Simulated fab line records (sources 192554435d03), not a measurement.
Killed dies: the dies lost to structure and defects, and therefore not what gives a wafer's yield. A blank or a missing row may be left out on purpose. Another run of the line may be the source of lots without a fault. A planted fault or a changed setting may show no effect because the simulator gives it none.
A lot that was struck, set against a sound lot    flow n5Finfet    16 steps out of a route of 1938
Sound: these wafers, L879.1, L879.3, L879.5. Struck: wafer L876.6. (L876.3 of the same lot was not struck and is left out.) The cause comes at the end.
For every step that has rows: the tool of each side, followed by ch and its chambers, followed by its first start. Under that, the readings that differ: sound wafers    struck wafers    difference of the means    sigmas: that difference in standard deviations of wafers without a fault.
alike: same words and numbers on both sides, and readings whose means sit less than 2 such deviations apart. not compared: any withheld reading, any reading some wafer has no value for, any bound like >300 that may hide the same value, and any number with overlapping values for which the record gives no deviation.
The two part at a step that has a row with sigmas, a row that says differs or no value, or rows on one side only. Numbers that don't overlap but have no deviation are shown without sigmas and don't part them. Lack of a reading on every wafer of one side parts them only where that side has two or more wafers.

N5_HKMG_FIN_CD_MEAS_12: target cd 92.8 nm.
  sound on cdSem-02 ch 0, day 9 08:40; struck on cdSem-02 ch 0, day 8 09:56
  alike: cdNm
N5_HKMG_FIN_OVL_MEAS_13:
  sound on overlay-01 ch 0, day 9 08:41; struck on overlay-02 ch 0, day 8 09:58
  alike: NWFM_OVL
N5_HKMG_FIN_INSPECT_14: inspects for defects (macro).
  sound on defectInspect-02, day 9 08:43; struck on defectInspect-02, day 8 10:00
reading         sound  struck  difference  sigmas
rawDefectCount  3 4 3  0       -3          -2
N5_HKMG_FIN_DESCUM_17: chemistry O2, time 7.9 s.
  sound on rieDiel-03 ch 2,3, day 9 09:04; struck on rieDiel-03 ch 0, day 8 10:02
  alike: drypumpMotorCurrentA, oesProductAu, rfVppV, showerheadPlenumPTorr, throttleValvePct
  not compared: rfHoursCounterH
N5_HKMG_FIN_ETCH_31: etches SiARC in CF4, target depth 45.5 nm, time 75.8 s.
  sound on rieDiel-03 ch 2,3, day 9 09:06; struck on rieDiel-03 ch 0, day 8 10:04
reading     sound              struck  difference  sigmas
rfVppV (V)  182.3 182.2 182.8  185.4   +3.0        +2
  alike: drypumpMotorCurrentA, etchRfOnTimeS, oesProductAu, showerheadPlenumPTorr, throttleValvePct
  not compared: rfHoursCounterH
then, 3 steps without rows for these wafers: N5_HKMG_FIN_ETCH_32 (etches SOC in N2/H2, target depth 240 nm, time 300 s); N5_HKMG_FIN_STRIP_33 (strips in N2/H2); N5_HKMG_FIN_STRIP_34 (strips in CF4).
N5_HKMG_FIN_ETCH_35: etches SOC in N2/H2, target depth 215.8 nm, time 243.4 s.
  sound on rieDiel-03 ch 2,3, day 9 09:22; struck on rieDiel-03 ch 0, day 8 10:20
  alike: drypumpMotorCurrentA, oesProductAu, rfVppV, showerheadPlenumPTorr, throttleValvePct
  not compared: rfHoursCounterH
N5_HKMG_FIN_STRIP_92: strips SOC in N2/H2, time 20 s.
  sound on rieDiel-03 ch 2,3, day 9 09:31; struck on rieDiel-03 ch 0, day 8 10:29
  alike: drypumpMotorCurrentA, oesProductAu, rfVppV, showerheadPlenumPTorr, throttleValvePct
  not compared: rfHoursCounterH
then, 1 step without rows for these wafers: N5_HKMG_FIN_WET_ETCH_18 (etches TiN in SC1, time 55 s, target depth 5.2 nm, rinse time 30 s).
N5_HKMG_FIN_STRIP_19: strips in N2/H2, time 360 s.
  sound on plasmaAsher-01 ch 0,1, day 9 09:41; struck on plasmaAsher-02 ch 0, day 8 10:44
reading                   sound        struck  difference  sigmas
drypumpMotorCurrentA (A)  6.2 6.2 5.8  5.2     -0.9        -2
heaterPowerW (W)          476 471 491  556     +77         +2
  not compared: rfHoursCounterH
N5_HKMG_FIN_ALD_91: deposits TiN, target thk 1 nm, pulse time 1 s, purge time 3 s.
  sound on aldMetal-02 ch 1,3, day 9 10:04; struck on aldMetal-01 ch 2, day 8 11:01
reading                   sound  struck  difference  sigmas
coReactantPulseTimeS (s)  2 2 2  2.2554  +0.2554     
  alike: heaterPowerW, precursorPulseHeightRel
then, 1 step without rows for these wafers: N5_HKMG_FIN_COAT_85 (time 60 s, resist thk 300 nm).
-- record jumps: 9 days separate the struck wafers' starts on either side; left off in module HKMG_FIN, taken up again in module BEOL_M4, whose first shown step is the route's number 1111 --
N5_BEOL_M4_RC_MEAS_101:
  sound on prober-01 ch 0, day 20 03:56; struck on prober-01 ch 0, day 17 15:40
  alike: DIBL_N, DIBL_P, IOFF_N, IOFF_P, ION_N, ION_P, SS_N, SS_P, VT_N, VT_P
-- a jump in the record: the struck wafers' starts before and after are 5 days apart (it breaks off in module BEOL_M4 and resumes in module PASSIVATION, where the first step shown is number 1936 of the route) --
N5_PASSIVATION_PROBE_49:
  sound on prober-01, day 24 12:24; struck on prober-02, day 22 16:02
  alike: defectLimitedYield, killed_at_M0_to_M3, killed_at_M4_up, killedAtContacts, killedAtFrontEnd, killedAtOther, killedDies, killedOpen, killedShort, sort_bin_5_function, sort_bin_6_memory, sort_bin_8_speed, sortNPass, sortYieldPct

WHERE THEY PART
Last at N5_HKMG_FIN_STRIP_19 as far as this record goes, first at N5_HKMG_FIN_INSPECT_14. Later steps at which nothing parts them and some readings are alike: N5_HKMG_FIN_ALD_91, N5_BEOL_M4_RC_MEAS_101, N5_PASSIVATION_PROBE_49.

WHY: the cause the simulator had injected
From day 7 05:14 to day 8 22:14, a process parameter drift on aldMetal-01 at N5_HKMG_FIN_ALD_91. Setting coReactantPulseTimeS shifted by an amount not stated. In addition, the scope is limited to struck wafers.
